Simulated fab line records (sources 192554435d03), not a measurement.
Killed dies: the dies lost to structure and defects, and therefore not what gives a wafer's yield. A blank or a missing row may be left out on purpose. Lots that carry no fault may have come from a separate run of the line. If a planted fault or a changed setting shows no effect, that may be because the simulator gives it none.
Split-lot trial	flow n5_finfet	21 wafers read across 7 lots, on a route 1938 steps long

== THE SPLIT ==
At N5_MOL_CONTACT_COAG_ETCHBACK_136 (etches SiO2 in CHF3, target depth 25 nm, time 16.7 s), the setting target_depth_a was moved away from the recipe's 250 angstrom on 7 of the 21 wafers read, by -10.0% to +13.3%. This setting was run at the recipe's value on the other wafers.

== THE PATH FROM SPLIT TO READING: the file shows 1 step between them ==
- N5_MOL_CONTACT_COAG_STRIP_120: strips in CHF3

== THE READING ==
MOL_CONTACT_COAG.feature_depth_nm (the simulator's own value, which no gauge read), in nm, at N5_MOL_CONTACT_COAG_VIA_ETCH_117 (etches SiO2 in C4F6/O2, target depth 40 nm, overetch 8 nm, time 26 s). There is no usual value for it anywhere in the file. The 14 wafers here that ran the recipe average 40.1 nm, standard deviation 0.35 nm.

wafer	tool, chamber at the split	target_depth_a as run, angstrom	against the recipe	MOL_CONTACT_COAG.feature_depth_nm, nm	against lot-mates on the recipe
L077.1	rie_diel-06, 2	225.1	-10.0%	42.2	+2.1
L077.3	rie_diel-06, 0,3	250	recipe	40	-
L077.5	rie_diel-06, 0,3	250	recipe	40.2	-
L078.1	rie_diel-01, 0	227.7	-8.9%	42.2	+1.6
L078.2	rie_diel-01, 1	250	recipe	40.6	-
L078.6	rie_diel-01, 0	227.7	-8.9%	42.2	+1.6
L079.2	rie_diel-01, 0	250	recipe	40.2	-
L079.3	rie_diel-01, 2	276.3	+10.5%	38.2	-1.9
L079.5	rie_diel-01, 0	250	recipe	40	-
L080.1	rie_diel-03, 1,2,1	250	recipe	40.4	-
L080.2	rie_diel-03, 1,2,1	250	recipe	40.6	-
L080.6	rie_diel-03, 1,2,1	250	recipe	40.2	-
L083.3	rie_diel-06, 1,2,0	250	recipe	39.8	-
L083.4	rie_diel-06, 1,2,0	250	recipe	39.2	-
L083.6	rie_diel-06, 1,2,0	250	recipe	40.2	-
L084.2	rie_diel-03, 2	283.2	+13.3%	37	-3.0
L084.5	rie_diel-03, 2,3	250	recipe	40.2	-
L084.6	rie_diel-03, 2,3	250	recipe	39.8	-
L090.1	rie_diel-01, 3	270.5	+8.2%	37.4	-3.0
L090.6	rie_diel-01, 3	270.5	+8.2%	37.4	-3.0
L090.5	rie_diel-01, 0	250	recipe	40.4	-
When a row names more than one chamber, that row covers several wafers, and the file does not tell which wafer ran in which chamber.

THE FIT
A straight line over all 21 wafers: MOL_CONTACT_COAG.feature_depth_nm changes by -0.24 nm for each +1% of target_depth_a; r = -0.96; the points scatter about the line by 0.41 nm.
The same after taking each lot's own level away (the mean of its wafers on the recipe; 21 wafers): -0.231 nm for each +1%; r = -0.95; scatter 0.43 nm.
That fit puts the effect of the largest move of target_depth_a on the reading at 3.1 nm.
From 39.73 to 40.60 nm: that is the span of the lots' own levels, equal to 2.5 times the standard deviation above.
Hence the lot-to-lot level has little effect on the slope; both slopes agree.
Check: for one of the wafers moved furthest among these (+13.3%), held out of the fit, the line's prediction against its lot-mates is -3.27 nm. Against them it came out at -3 nm.

== THE WHOLE CHAIN: every reading that the file lists as answering this split, in the file's order ==
step	what it does	reading	change (the file's fit)	r (the file's)
N5_MOL_CONTACT_COAG_VIA_ETCH_117	etches SiO2 in C4F6/O2, target depth 40 nm, overetch 8 nm, time 26 s	etch.depth_nm (the simulator's own value, which no gauge read)	-0.228 nm for each +1% of the setting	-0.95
N5_MOL_CONTACT_COAG_VIA_ETCH_117	etches SiO2 in C4F6/O2, target depth 40 nm, overetch 8 nm, time 26 s	MOL_CONTACT_COAG.feature_depth_nm (the simulator's own value, which no gauge read)	-0.224 nm for each +1% of the setting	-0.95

== THE FILE'S OWN FIT ==
MOL_CONTACT_COAG.feature_depth_nm changes by -0.224 nm for each +1% of target_depth_a, r = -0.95.
